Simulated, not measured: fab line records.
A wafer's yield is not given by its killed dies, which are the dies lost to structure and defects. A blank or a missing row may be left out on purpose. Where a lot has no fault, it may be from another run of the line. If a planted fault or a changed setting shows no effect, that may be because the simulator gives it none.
Chamber matching :: flow nand harc :: rie diel-09 running NHARC_A_STAIRCASE_DESCUM_291: 4 sister chambers
The step chemistry O2, time 3 s. 18 wafers are shown with their chamber, then 9 later ones without.

WAFERS WITH THEIR CHAMBER
wafer: L074.1
chamber: 0
showerhead plenum p Torr (Torr): 1.82
drypump motor current A (A): 4.8
oes product au (a.u.): 1.002

wafer: L074.5
chamber: 2
showerhead plenum p Torr (Torr): 1.93
drypump motor current A (A): 5.3
oes product au (a.u.): 0.982

wafer: L074.6
chamber: 3
showerhead plenum p Torr (Torr): 1.93
drypump motor current A (A): 5.3
oes product au (a.u.): 0.991

wafer: L077.1
chamber: 3
showerhead plenum p Torr (Torr): 1.93
drypump motor current A (A): 5.3
oes product au (a.u.): 1.011

wafer: L077.4
chamber: 0
showerhead plenum p Torr (Torr): 1.81
drypump motor current A (A): 4.8
oes product au (a.u.): 0.992

wafer: L077.6
chamber: 2
showerhead plenum p Torr (Torr): 1.93
drypump motor current A (A): 5.3
oes product au (a.u.): 0.986

wafer: L078.1
chamber: 0
showerhead plenum p Torr (Torr): 1.81
drypump motor current A (A): 4.8
oes product au (a.u.): 0.987

wafer: L078.4
chamber: 2
showerhead plenum p Torr (Torr): 1.93
drypump motor current A (A): 5.3
oes product au (a.u.): 0.982

wafer: L078.5
chamber: 1
showerhead plenum p Torr (Torr): 2.08
drypump motor current A (A): 5.4
oes product au (a.u.): 0.990

wafer: L079.4
chamber: 0
showerhead plenum p Torr (Torr): 1.81
drypump motor current A (A): 4.8
oes product au (a.u.): 0.997

wafer: L079.5
chamber: 2
showerhead plenum p Torr (Torr): 1.93
drypump motor current A (A): 5.3
oes product au (a.u.): 0.988

wafer: L079.6
chamber: 3
showerhead plenum p Torr (Torr): 1.93
drypump motor current A (A): 5.2
oes product au (a.u.): 1.002

wafer: L082.2
chamber: 1
showerhead plenum p Torr (Torr): 2.07
drypump motor current A (A): 5.4
oes product au (a.u.): 0.995

wafer: L082.4
chamber: 3
showerhead plenum p Torr (Torr): 1.92
drypump motor current A (A): 5.2
oes product au (a.u.): 1.003

wafer: L082.6
chamber: 1
showerhead plenum p Torr (Torr): 2.07
drypump motor current A (A): 5.4
oes product au (a.u.): 0.986

wafer: L083.3
chamber: 3
showerhead plenum p Torr (Torr): 1.92
drypump motor current A (A): 5.2
oes product au (a.u.): 0.999

wafer: L083.5
chamber: 2
showerhead plenum p Torr (Torr): 1.93
drypump motor current A (A): 5.3
oes product au (a.u.): 0.991

wafer: L083.6
chamber: 3
showerhead plenum p Torr (Torr): 1.92
drypump motor current A (A): 5.2
oes product au (a.u.): 0.995

SIGNATURES, as means of the wafers listed above
reading: showerhead plenum p Torr
chamber 0: 1.8125
chamber 1: 2.0733
chamber 2: 1.9300
chamber 3: 1.9250
scatter within a chamber: 0.00456

reading: drypump motor current A
chamber 0: 4.800
chamber 1: 5.400
chamber 2: 5.300
chamber 3: 5.233
scatter within a chamber: 0.0309

reading: oes product au
chamber 0: 0.99450
chamber 1: 0.99033
chamber 2: 0.98580
chamber 3: 1.00017
scatter within a chamber: 0.00578
Rule: distance of a wafer from a chamber = root of the sum over the readings of ((wafer's reading minus chamber's mean) / reading's scatter) squared. If the next closest chamber is less than 2 further off than the closest, the wafer can't be placed; otherwise it belongs to the closest. The scatter: take each reading less its chamber's mean, square it, sum over the shown wafers, divide by the number of wafers less the number of chambers, and take the root.

WAFERS WHOSE CHAMBER IS MISSING
wafer: L085.4
showerhead plenum p Torr (Torr): 1.81
drypump motor current A (A): 4.8
oes product au (a.u.): 1.005

wafer: L085.5
showerhead plenum p Torr (Torr): 1.81
drypump motor current A (A): 4.9
oes product au (a.u.): 1.003

wafer: L085.6
showerhead plenum p Torr (Torr): 2.07
drypump motor current A (A): 5.4
oes product au (a.u.): 1.000

wafer: L090.1
showerhead plenum p Torr (Torr): 1.92
drypump motor current A (A): 5.3
oes product au (a.u.): 0.997

wafer: L090.2
showerhead plenum p Torr (Torr): 1.81
drypump motor current A (A): 4.9
oes product au (a.u.): 0.988

wafer: L090.5
showerhead plenum p Torr (Torr): 1.92
drypump motor current A (A): 5.2
oes product au (a.u.): 1.006

wafer: L096.2
showerhead plenum p Torr (Torr): 1.80
drypump motor current A (A): 4.8
oes product au (a.u.): 1.005

wafer: L096.5
showerhead plenum p Torr (Torr): 1.80
drypump motor current A (A): 4.8
oes product au (a.u.): 1.008

wafer: L096.6
showerhead plenum p Torr (Torr): 2.06
drypump motor current A (A): 5.4
oes product au (a.u.): 0.994

WHICH CHAMBER EACH ONE RAN IN
wafer: L085.4
from the rows above: 0
in truth: 0

wafer: L085.5
from the rows above: 0
in truth: 0

wafer: L085.6
from the rows above: 1
in truth: 1

wafer: L090.1
from the rows above: can't be placed: 3 or 2
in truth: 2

wafer: L090.2
from the rows above: 0
in truth: 0

wafer: L090.5
from the rows above: 3
in truth: 3

wafer: L096.2
from the rows above: 0
in truth: 0

wafer: L096.5
from the rows above: 0
in truth: 0

wafer: L096.6
from the rows above: 1
in truth: 1
Correctly placed: 8 of 9. Unplaceable from these rows: 1, with the true chamber sitting among the candidates in 1. Number placed wrongly: 0.
